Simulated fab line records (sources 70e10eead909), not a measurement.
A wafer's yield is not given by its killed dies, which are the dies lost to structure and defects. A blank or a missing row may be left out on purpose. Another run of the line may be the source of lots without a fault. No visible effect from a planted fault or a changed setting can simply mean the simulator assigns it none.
Which tool did it?	flow nand_harc	66 wafers from 22 lots sampled at 5 of the route's 1159 steps

## WHAT THE GAUGES READ, wafer by wafer
NHARC_A_CONTACT_CD_MEAS_42: the cd target is 200 nm.
lot	measured	on	cd_nm (nm)
L074	day 19 18:59	cd_sem-03	200.7 200.6 200.7
L077	day 19 11:11	cd_sem-03	200.3 200.1 199.9
L078	day 19 13:07	cd_sem-03	200.5 200.7 199.8
L075	day 20 00:40	cd_sem-02	200.4 200.4 200.6
L076	day 19 18:49	cd_sem-01	199.8 199.9 199.3
L080	day 20 09:59	cd_sem-02	199.7 200.3 200.0
L082	day 20 09:02	cd_sem-02	200.3 199.8 199.8
L084	day 20 20:31	cd_sem-02	200.3 200.1 199.5
L079	day 20 15:37	cd_sem-03	199.9 199.6 200.8
L081	day 20 16:07	cd_sem-02	200.1 200.4 200.2
L083	day 21 01:14	cd_sem-03	199.7 199.8 199.7
L085	day 21 17:02	cd_sem-01	199.9 200.3 200.7
L087	day 21 14:03	cd_sem-02	199.6 200.0 200.3
L089	day 22 08:23	cd_sem-01	201.2 199.3 199.5
L088	day 22 05:34	cd_sem-03	199.3 199.3 200.4
L093	day 22 12:50	cd_sem-01	201.6 199.5 200.7
L092	day 22 15:12	cd_sem-02	200.4 199.5 200.0
L091	day 22 17:32	cd_sem-02	201.2 201.3 200.3
L094	day 23 00:21	cd_sem-01	201.0 199.5 200.1
L086	day 23 09:43	cd_sem-01	200.4 200.9 200.7
L090	day 23 00:46	cd_sem-03	199.7 200.4 200.7
L096	day 24 03:51	cd_sem-03	200.4 199.8 199.5

NHARC_A_CONTACT_OVL_MEAS_43.
lot	measured	on	overlay_x_nm (nm)	overlay_y_nm (nm)
L074	day 19 19:04	overlay-01	0.9 1.2 1.3	-0.5 -0.5 -0.3
L077	day 19 11:17	overlay-01	0.2 0.1 -0.4	-1.7 -1.0 -1.3
L078	day 19 13:13	overlay-01	-0.9 -0.9 -1.0	2.1 2.0 2.0
L075	day 20 00:46	overlay-02	-0.1 -0.2 -0.6	0.3 1.1 1.2
L076	day 19 18:55	overlay-02	-2.7 -2.2 -2.5	1.5 1.7 2.0
L080	day 20 10:05	overlay-01	1.2 0.3 1.4	-0.8 0.4 -0.4
L082	day 20 09:08	overlay-02	0.3 0.4 0.0	1.0 1.2 1.4
L084	day 20 20:37	overlay-01	-0.2 -0.1 -0.3	-0.3 -0.4 0.1
L079	day 20 15:43	overlay-01	0.8 1.2 1.3	0.5 0.8 1.1
L081	day 20 16:13	overlay-02	0.5 0.1 0.4	-0.3 -0.2 0.3
L083	day 21 01:20	overlay-01	-0.4 -0.7 -1.0	0.7 0.3 -0.2
L085	day 21 17:08	overlay-02	-0.1 -0.5 -0.6	0.5 0.7 0.9
L087	day 21 14:08	overlay-01	0.3 0.5 0.0	0.3 1.1 0.8
L089	day 22 08:29	overlay-02	0.4 0.0 0.5	-0.6 -0.3 -1.0
L088	day 22 05:39	overlay-01	0.3 -0.4 -0.4	0.6 0.0 0.6
L093	day 22 12:56	overlay-02	-0.9 -1.0 -1.4	0.5 0.4 0.1
L092	day 22 15:17	overlay-02	2.4 1.6 1.8	-1.3 -0.8 -0.5
L091	day 22 17:37	overlay-01	0.6 0.9 0.7	0.0 -0.1 0.2
L094	day 23 00:26	overlay-02	-0.5 -0.1 -0.2	-0.2 -0.4 -0.1
L086	day 23 09:48	overlay-01	-0.9 -1.2 -0.4	0.1 -0.1 -0.7
L090	day 23 00:52	overlay-02	0.6 0.7 0.8	1.1 1.3 1.4
L096	day 24 03:56	overlay-02	0.2 0.5 0.5	-1.0 -1.0 -0.8

## WHAT TOOL EACH LOT RAN ON (gives the tool, then ch and the chambers of the sampled wafers, and finally the start)
lot	NHARC_A_SLIT_DESCUM_14	NHARC_A_SLIT_ETCH_24	NHARC_A_SLIT_STRIP_18
L074	rie_diel-03 ch 2,3, day 16 21:43	rie_diel-03 ch 0,1,2, day 16 21:48	rie_diel-09 ch 1,2, day 19 18:59 or earlier
L077	rie_diel-10 ch 0,2,3, day 16 23:40	rie_diel-10 ch 0,1, day 16 23:44	rie_diel-10 ch 0,2, day 19 11:11 or earlier
L078	rie_diel-09 ch 0,1,2, day 16 23:49	rie_diel-09 ch 0,3, day 16 23:54	rie_diel-10 ch 0,1,2, day 19 13:07 or earlier
L075	rie_diel-09 ch 0,3, day 17 04:20	rie_diel-09 ch 0,1,2, day 17 04:25	rie_diel-10 ch 1,2, day 20 00:40 or earlier
L076	rie_diel-03 ch 0,3, day 17 04:29	rie_diel-03 ch 0,3, day 17 04:38	rie_diel-09 ch 1,2,3, day 19 18:49 or earlier
L080	rie_diel-09 ch 0,3, day 17 15:23	rie_diel-09 ch 1,2,3, day 17 15:29	rie_diel-03 ch 1,2,3, day 20 09:59 or earlier
L082	rie_diel-10 ch 0,2,3, day 17 19:34	rie_diel-10 ch 1,2,3, day 17 19:39	rie_diel-03 ch 0,2, day 20 09:02 or earlier
L084	rie_diel-03 ch 0,2, day 17 19:43	rie_diel-03 ch 1,2, day 17 19:47	rie_diel-10 ch 0,2, day 20 20:31 or earlier
L079	rie_diel-10 ch 0,3, day 17 21:14	rie_diel-10 ch 2,3, day 17 21:19	rie_diel-10 ch 1,2,3, day 20 15:37 or earlier
L081	rie_diel-09 ch 0,1,3, day 17 21:39	rie_diel-09 ch 1,2,3, day 17 21:43	rie_diel-09 ch 1,2, day 20 16:07 or earlier
L083	rie_diel-03 ch 0,3, day 17 23:45	rie_diel-03 ch 0,1,2, day 17 23:50	rie_diel-10 ch 0,2,3, day 21 01:14 or earlier
L085	rie_diel-03 ch 0,1, day 18 03:26	rie_diel-03 ch 0,2, day 18 03:31	rie_diel-03 ch 1,2,3, day 21 17:02 or earlier
L087	rie_diel-10 ch 2,3, day 18 05:26	rie_diel-10 ch 1,2,3, day 18 05:32	rie_diel-10 ch 1,2,3, day 21 14:03 or earlier
L089	rie_diel-03 ch 0,3, day 18 18:16	rie_diel-03 ch 0,1,3, day 18 18:22	rie_diel-03 ch 0,1,3, day 22 08:23 or earlier
L088	rie_diel-09 ch 1,2,3, day 18 18:25	rie_diel-09 ch 1,2,3, day 18 18:30	rie_diel-10 ch 1,2,3, day 22 05:34 or earlier
L093	rie_diel-03 ch 0,3, day 18 23:43	rie_diel-03 ch 0,1, day 18 23:48	rie_diel-03 ch 1,2, day 22 12:50 or earlier
L092	rie_diel-03 ch 1,2,3, day 19 01:20	rie_diel-03 ch 0,2,3, day 19 01:27	rie_diel-03 ch 2,3, day 22 15:12 or earlier
L091	rie_diel-10 ch 0,1,3, day 19 01:41	rie_diel-10 ch 0,1,2, day 19 01:46	rie_diel-03 ch 0,2,3, day 22 17:32 or earlier
L094	rie_diel-03 ch 0,1, day 19 03:17	rie_diel-03 ch 1,2, day 19 03:22	rie_diel-03 ch 0,2,3, day 23 00:21 or earlier
L086	rie_diel-10 ch 1,2, day 19 06:05	rie_diel-10 ch 1,2,3, day 19 06:11	rie_diel-10 ch 1,2,3, day 23 09:43 or earlier
L090	rie_diel-10 ch 1,3, day 19 07:10	rie_diel-10 ch 2,3, day 19 07:16	rie_diel-09 ch 0,1, day 23 00:46 or earlier
L096	rie_diel-09 ch 0,3, day 20 03:14	rie_diel-09 ch 0,1,3, day 20 03:20	rie_diel-09 ch 0,1,3, day 24 03:51 or earlier
- NHARC_A_SLIT_DESCUM_14: chemistry O2, time 3 s.
- NHARC_A_SLIT_ETCH_24: etches the open film in CF4/CHF3, target depth 121 nm, time 60.5 s.
- NHARC_A_SLIT_STRIP_18: strips in O2.

## WHAT THE TOOLS THEMSELVES READ (means of the sampled wafers that have a number; where no wafer has one, the mark that the record gives instead)
NHARC_A_SLIT_DESCUM_14.
lot	tool	drypump_motor_current_A (A)	oes_product_au (a.u.)	rf_vpp_V (V)	showerhead_plenum_p_Torr (Torr)	throttle_valve_pct (%)
L074	rie_diel-03	5.6	1.007	57.1	1.89	11.317
L077	rie_diel-10	5.5	0.990	56.8	1.91	11.311
L078	rie_diel-09	5.9	0.993	58.0	1.95	11.314
L075	rie_diel-09	5.8	1.007	57.4	1.86	11.304
L076	rie_diel-03	4.9	1.010	57.6	1.89	11.307
L080	rie_diel-09	5.4	1.007	57.3	1.87	11.314
L082	rie_diel-10	5.5	0.989	57.6	1.91	11.306
L084	rie_diel-03	6.1	0.995	56.9	2.02	11.313
L079	rie_diel-10	5.5	0.993	57.2	1.88	11.308
L081	rie_diel-09	5.9	0.991	57.7	1.92	11.311
L083	rie_diel-03	4.9	1.000	57.7	1.89	11.311
L085	rie_diel-03	5.2	0.997	58.4	1.97	11.321
L087	rie_diel-10	5.1	0.979	58.3	1.86	11.305
L089	rie_diel-03	4.8	1.001	58.5	1.96	11.314
L088	rie_diel-09	5.6	0.992	57.4	1.94	11.313
L093	rie_diel-03	4.9	1.002	58.0	1.89	11.304
L092	rie_diel-03	6.0	1.002	58.7	1.89	11.309
L091	rie_diel-10	5.3	0.993	58.6	1.89	11.311
L094	rie_diel-03	5.2	1.005	57.5	1.97	11.314
L086	rie_diel-10	5.4	0.991	58.3	1.99	11.302
L090	rie_diel-10	5.0	0.990	56.7	1.85	11.312
L096	rie_diel-09	5.8	1.014	56.7	1.86	11.309

NHARC_A_SLIT_ETCH_24.
lot	tool	bias_w (W)	drypump_motor_current_A (A)	oes_product_au (a.u.)	rf_vpp_V (V)	showerhead_plenum_p_Torr (Torr)	throttle_valve_pct (%)
L074	rie_diel-03	199.7	5.9	0.977	372.4	1.62	16.799
L077	rie_diel-10	199.8	5.7	0.975	372.3	1.60	16.799
L078	rie_diel-09	200.5	5.4	0.967	369.7	1.54	16.795
L075	rie_diel-09	199.8	5.9	0.936	371.0	1.60	16.816
L076	rie_diel-03	200.0	4.9	0.955	370.0	1.56	16.799
L080	rie_diel-09	199.9	5.5	0.967	372.3	1.60	16.803
L082	rie_diel-10	199.5	5.3	0.961	370.4	1.59	16.807
L084	rie_diel-03	200.5	6.6	0.956	371.7	1.61	16.807
L079	rie_diel-10	199.8	5.4	0.961	371.9	1.60	16.801
L081	rie_diel-09	200.1	5.6	0.968	371.6	1.60	16.796
L083	rie_diel-03	200.4	5.9	0.975	372.5	1.62	16.811
L085	rie_diel-03	200.4	6.1	0.976	373.6	1.66	16.806
L087	rie_diel-10	200.0	5.2	0.916	370.8	1.58	16.792
L089	rie_diel-03	200.1	5.3	0.928	369.6	1.56	16.800
L088	rie_diel-09	199.6	5.5	0.927	371.3	1.60	16.806
L093	rie_diel-03	199.9	5.6	0.976	369.6	1.56	16.806
L092	rie_diel-03	199.6	5.5	0.946	372.0	1.61	16.807
L091	rie_diel-10	199.5	5.6	0.972	372.6	1.62	16.799
L094	rie_diel-03	200.0	6.6	0.974	372.5	1.61	16.802
L086	rie_diel-10	199.7	5.3	0.952	371.3	1.58	16.806
L090	rie_diel-10	199.7	5.4	0.942	372.2	1.60	16.806
L096	rie_diel-09	200.7	5.8	0.971	370.7	1.58	16.802

NHARC_A_SLIT_STRIP_18.
lot	tool	drypump_motor_current_A (A)	oes_product_au (a.u.)	rf_vpp_V (V)	showerhead_plenum_p_Torr (Torr)	throttle_valve_pct (%)
L074	rie_diel-09	6.0	0.991	58.5	3.67	17.037
L077	rie_diel-10	5.8	0.995	57.6	3.61	17.034
L078	rie_diel-10	5.6	0.987	57.9	3.64	17.044
L075	rie_diel-10	5.6	0.978	58.9	3.69	17.034
L076	rie_diel-09	5.6	1.000	58.2	3.59	17.040
L080	rie_diel-03	6.0	1.001	57.7	3.49	17.039
L082	rie_diel-03	5.4	0.992	58.5	3.73	17.040
L084	rie_diel-10	5.7	0.984	58.3	3.66	17.033
L079	rie_diel-10	5.3	0.986	57.9	3.55	17.038
L081	rie_diel-09	5.6	0.990	58.4	3.63	17.035
L083	rie_diel-10	5.5	0.986	59.0	3.52	17.046
L085	rie_diel-03	6.0	1.007	57.8	3.49	17.046
L087	rie_diel-10	5.2	0.994	58.5	3.55	17.027
L089	rie_diel-03	5.3	1.001	57.6	3.50	17.037
L088	rie_diel-10	5.3	0.989	57.6	3.55	17.033
L093	rie_diel-03	6.6	0.992	57.7	3.61	17.034
L092	rie_diel-03	5.6	1.009	58.5	3.48	17.031
L091	rie_diel-03	5.5	1.002	58.7	3.60	17.040
L094	rie_diel-03	5.5	0.993	57.9	3.60	17.031
L086	rie_diel-10	5.2	0.991	57.9	3.55	17.042
L090	rie_diel-09	6.2	1.009	57.3	3.53	17.033
L096	rie_diel-09	5.9	1.006	57.8	3.54	17.038

## THE ANSWER, worked out from the rows above alone
Rule: the usual values come from the lots themselves. The widest of any qualifying gaps counts: lots, ordered by their means at a reading, are off when they make up no more than a third of the lots, leave a main group of 4 or more, and stand apart from it by 3 or more times the standard deviation of that group's means. Not used: any main group whose means are identical at the precision the tables above print for the reading. Also off: a lot with no number at a reading for which 4 or more lots have one. The other lots that the step has rows for count as sound. First the gauges in route order, then the tools' own readings, where a lot's mean is used as printed above. At the first step where some lot is off, the reading lying furthest off is the one used; lots without a number count as furthest.
Across all readings shown, no lot is off: no conclusion can be drawn from this.

## WHAT THE SIMULATOR PUT IN
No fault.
